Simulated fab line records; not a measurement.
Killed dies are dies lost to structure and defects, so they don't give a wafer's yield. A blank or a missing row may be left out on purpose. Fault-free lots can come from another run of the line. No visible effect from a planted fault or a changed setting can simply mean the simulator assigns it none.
Matching of chambers | flow nandHarc | 4 sister chambers for NHARC_A_CONTACT_ETCH_88 on rieDiel-03
The step etches the open film in CF4, target depth 39 nm, time 65 s. 33 wafers are shown with their chamber, then 12 later ones without.

## EACH WAFER AND ITS CHAMBER
wafer  | chamber | drypumpMotorCurrentA (A) | showerheadPlenumPTorr (Torr) | rfVppV (V)
L074.1 | 3       | 4.9                      | 1.85                         | 152.5
L074.3 | 1       | 5.8                      | 1.69                         | 150.1
L074.6 | 1       | 5.8                      | 1.70                         | 149.1
L076.1 | 1       | 5.8                      | 1.70                         | 150.2
L076.3 | 0       | 5.4                      | 1.91                         | 153.6
L076.5 | 2       | 6.3                      | 1.79                         | 152.6
L079.3 | 2       | 6.3                      | 1.79                         | 150.7
L079.5 | 3       | 4.9                      | 1.85                         | 151.1
L079.6 | 2       | 6.3                      | 1.79                         | 152.5
L080.1 | 1       | 5.8                      | 1.69                         | 150.8
L080.4 | 3       | 4.9                      | 1.85                         | 152.7
L080.6 | 0       | 5.4                      | 1.90                         | 153.5
L081.1 | 2       | 6.3                      | 1.79                         | 150.2
L081.2 | 0       | 5.4                      | 1.90                         | 153.0
L081.5 | 2       | 6.3                      | 1.79                         | 151.2
L084.2 | 2       | 6.3                      | 1.79                         | 151.0
L084.5 | 3       | 4.9                      | 1.85                         | 152.0
L084.6 | 2       | 6.3                      | 1.79                         | 152.0
L083.1 | 3       | 4.9                      | 1.85                         | 152.4
L083.2 | 2       | 6.3                      | 1.79                         | 152.1
L083.4 | 1       | 5.8                      | 1.69                         | 152.3
L085.3 | 1       | 5.8                      | 1.69                         | 151.0
L085.4 | 0       | 5.4                      | 1.90                         | 153.9
L085.5 | 0       | 5.4                      | 1.90                         | 152.2
L087.1 | 3       | 5.0                      | 1.85                         | 153.8
L087.3 | 2       | 6.3                      | 1.78                         | 151.6
L087.6 | 0       | 5.5                      | 1.90                         | 153.4
L088.4 | 2       | 6.3                      | 1.78                         | 151.3
L088.5 | 0       | 5.4                      | 1.90                         | 152.0
L088.6 | 3       | 4.9                      | 1.85                         | 152.7
L089.2 | 2       | 6.3                      | 1.78                         | 150.1
L089.4 | 1       | 5.8                      | 1.69                         | 150.6
L089.5 | 1       | 5.8                      | 1.69                         | 150.3

SIGNATURES, as means of the wafers listed above
reading               | chamber 0 | chamber 1 | chamber 2 | chamber 3 | scatter within a chamber
drypumpMotorCurrentA  | 5.414     | 5.800     | 6.300     | 4.914     | 0.0243
showerheadPlenumPTorr | 1.9014    | 1.6925    | 1.7873    | 1.8500    | 0.00396
rfVppV                | 153.086   | 150.550   | 151.391   | 152.457   | 0.837
Rule: distance of a wafer from a chamber = root of the sum over the readings of ((wafer's reading minus chamber's mean) / reading's scatter) squared. The wafer belongs to the nearest chamber; if the next one is less than 2 further off, it can't be placed. The scatter is the square root of a quotient: the sum, over the shown wafers, of each reading's squared deviation from its chamber's mean, divided by wafers minus chambers.

## WAFERS WITHOUT THEIR CHAMBER
wafer  | drypumpMotorCurrentA (A) | showerheadPlenumPTorr (Torr) | rfVppV (V)
L093.1 | 6.3                      | 1.78                         | 151.3
L093.2 | 5.5                      | 1.90                         | 152.3
L093.6 | 5.8                      | 1.69                         | 151.7
L095.1 | 5.5                      | 1.90                         | 152.3
L095.2 | 5.8                      | 1.69                         | 149.5
L095.5 | 4.9                      | 1.84                         | 151.3
L096.1 | 5.4                      | 1.90                         | 152.3
L096.4 | 6.3                      | 1.78                         | 152.8
L096.6 | 6.3                      | 1.78                         | 151.1
L097.1 | 5.8                      | 1.68                         | 148.4
L097.3 | 5.5                      | 1.89                         | 153.1
L097.5 | 5.5                      | 1.89                         | 153.6

## EACH ONE'S CHAMBER
wafer  | from the rows above | in truth
L093.1 | 2                   | 2
L093.2 | 0                   | 0
L093.6 | 1                   | 1
L095.1 | 0                   | 0
L095.2 | 1                   | 1
L095.5 | 3                   | 3
L096.1 | 0                   | 0
L096.4 | 2                   | 2
L096.6 | 2                   | 2
L097.1 | 1                   | 1
L097.3 | 0                   | 0
L097.5 | 0                   | 0
Placed correctly: 12 of 12. Can't be placed from these rows: 0. 0 placed wrongly.
